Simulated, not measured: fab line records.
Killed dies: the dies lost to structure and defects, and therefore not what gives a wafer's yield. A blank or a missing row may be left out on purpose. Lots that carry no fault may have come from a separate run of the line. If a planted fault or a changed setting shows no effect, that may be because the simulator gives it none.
Matching of chambers | flow nand_harc | rie_si-04 running NHARC_A_CHANNEL_FILL_D2_ETCHBACK_19: 4 sister chambers
The step etches the open film in HBr/Cl2, target depth 5 nm, time 1.7 s. 14 wafers are shown with their chamber, then 7 later ones without.

== WAFERS WITH THEIR CHAMBER ==
wafer  | chamber | drypump_motor_current_A (A) | mfc_cl2_sccm (sccm) | throttle_valve_pct (%)
L074.3 | 0       | 6.1                         | 49.81               | 26.414
L074.4 | 2       | 5.7                         | 49.94               | 26.387
L074.5 | 1       | 5.7                         | 49.98               | 26.402
L078.1 | 3       | 4.8                         | 50.19               | 26.408
L078.2 | 1       | 5.6                         | 50.00               | 26.419
L078.4 | 2       | 5.7                         | 50.21               | 26.409
L082.1 | 0       | 6.1                         | 50.04               | 26.398
L082.5 | 3       | 4.8                         | 50.18               | 26.420
L082.6 | 0       | 6.1                         | 50.09               | 26.401
L087.1 | 2       | 5.7                         | 49.83               | 26.424
L087.4 | 1       | 5.7                         | 49.82               | 26.401
L087.6 | 2       | 5.7                         | 49.69               | 26.418
L091.1 | 1       | 5.6                         | 50.01               | 26.395
L091.2 | 0       | 6.1                         | 49.88               | 26.408

SIGNATURES, as means of the wafers listed above
reading                 | chamber 0 | chamber 1 | chamber 2 | chamber 3 | scatter within a chamber
drypump_motor_current_A | 6.100     | 5.650     | 5.700     | 4.800     | 0.0316
mfc_cl2_sccm            | 49.9550   | 49.9525   | 49.9175   | 50.1850   | 0.149
throttle_valve_pct      | 26.40525  | 26.40425  | 26.40950  | 26.41400  | 0.0116
Rule: a wafer's distance from a chamber is the root of the sum, over the readings, of the square of ((its reading less the chamber's mean) divided by the reading's scatter). The wafer belongs to the nearest chamber; if the next one is less than 2 further off, it can't be placed. The scatter: take each reading less its chamber's mean, square it, sum over the shown wafers, divide by the number of wafers less the number of chambers, and take the root.

== WAFERS WITH NO CHAMBER GIVEN ==
wafer  | drypump_motor_current_A (A) | mfc_cl2_sccm (sccm) | throttle_valve_pct (%)
L091.3 | 4.8                         | 50.04               | 26.415
L094.1 | 4.8                         | 50.04               | 26.411
L094.3 | 5.7                         | 50.00               | 26.400
L094.4 | 6.1                         | 50.04               | 26.413
L096.1 | 5.7                         | 50.25               | 26.403
L096.3 | 4.8                         | 50.04               | 26.387
L096.6 | 6.1                         | 49.68               | 26.406

== WHICH CHAMBER EACH WENT THROUGH ==
wafer  | from the rows above     | in truth
L091.3 | 3                       | 3
L094.1 | 3                       | 3
L094.3 | can't be placed: 2 or 1 | 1
L094.4 | 0                       | 0
L096.1 | can't be placed: 2 or 1 | 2
L096.3 | 3                       | 3
L096.6 | 0                       | 0
Correctly placed: 5 of 7. Can't be placed from these rows: 2 (the true chamber is among the candidates in 2). Number placed wrongly: 0.
